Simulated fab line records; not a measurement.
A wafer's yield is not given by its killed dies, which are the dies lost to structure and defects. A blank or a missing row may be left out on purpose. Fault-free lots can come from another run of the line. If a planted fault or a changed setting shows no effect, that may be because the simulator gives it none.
Chamber matching    flow n5_finfet    rie_diel-04 running N5_BEOL_M3_ETCH_77: 4 sister chambers
The step etches underlayer in N2/H2, target depth 6.5 nm, time 5.2 s. 14 wafers are shown with their chamber, then 7 later ones without.

## EACH WAFER AND ITS CHAMBER
wafer   chamber  showerhead_plenum_p_Torr (Torr)  oes_product_au (a.u.)  throttle_valve_pct (%)
L077.3  2        2.62                             0.62                   17.71
L077.4  0        2.66                             0.63                   17.88
L077.5  3        2.40                             0.57                   17.82
L084.3  2        2.62                             0.62                   17.71
L084.4  1        2.64                             0.61                   17.77
L084.6  2        2.62                             0.62                   17.73
L085.1  3        2.39                             0.57                   17.84
L085.3  2        2.62                             0.62                   17.73
L085.5  1        2.64                             0.60                   17.76
L086.1  1        2.64                             0.61                   17.74
L086.2  3        2.39                             0.57                   17.84
L086.6  3        2.39                             0.56                   17.86
L092.1  2        2.61                             0.61                   17.76
L092.4  2        2.61                             0.60                   17.74

SIGNATURES (averages over the wafers above)
reading                   chamber 0  chamber 1  chamber 2  chamber 3  scatter within a chamber
showerhead_plenum_p_Torr  2.6600     2.6400     2.6167     2.3925     0.00456
oes_product_au            0.6300     0.6067     0.6150     0.5675     0.00701
throttle_valve_pct        17.8800    17.7567    17.7300    17.8400    0.0175
Rule: for each reading, subtract the chamber's mean from the wafer's reading, divide by that reading's scatter and square the result; add these up over the readings and take the root, which gives the wafer's distance from the chamber. The wafer belongs to the nearest chamber; if the next one is less than 2 further off, it can't be placed. How the scatter is found: for the shown wafers, subtract from each reading the mean of its chamber, square and add these, divide the total by (wafers less chambers), then take the root.

## WAFERS WHOSE CHAMBER IS MISSING
wafer   showerhead_plenum_p_Torr (Torr)  oes_product_au (a.u.)  throttle_valve_pct (%)
L092.6  2.64                             0.59                   17.77
L093.1  2.61                             0.61                   17.78
L093.2  2.65                             0.62                   17.93
L093.6  2.65                             0.61                   17.95
L094.3  2.61                             0.61                   17.76
L094.4  2.65                             0.61                   17.93
L094.6  2.65                             0.61                   17.93

## EACH ONE'S CHAMBER
wafer   from the rows above  in truth
L092.6  1                    1
L093.1  2                    2
L093.2  0                    0
L093.6  0                    0
L094.3  2                    2
L094.4  0                    0
L094.6  0                    0
Correctly placed: 7 of 7. Left unplaced by these rows: 0. 0 placed wrongly.
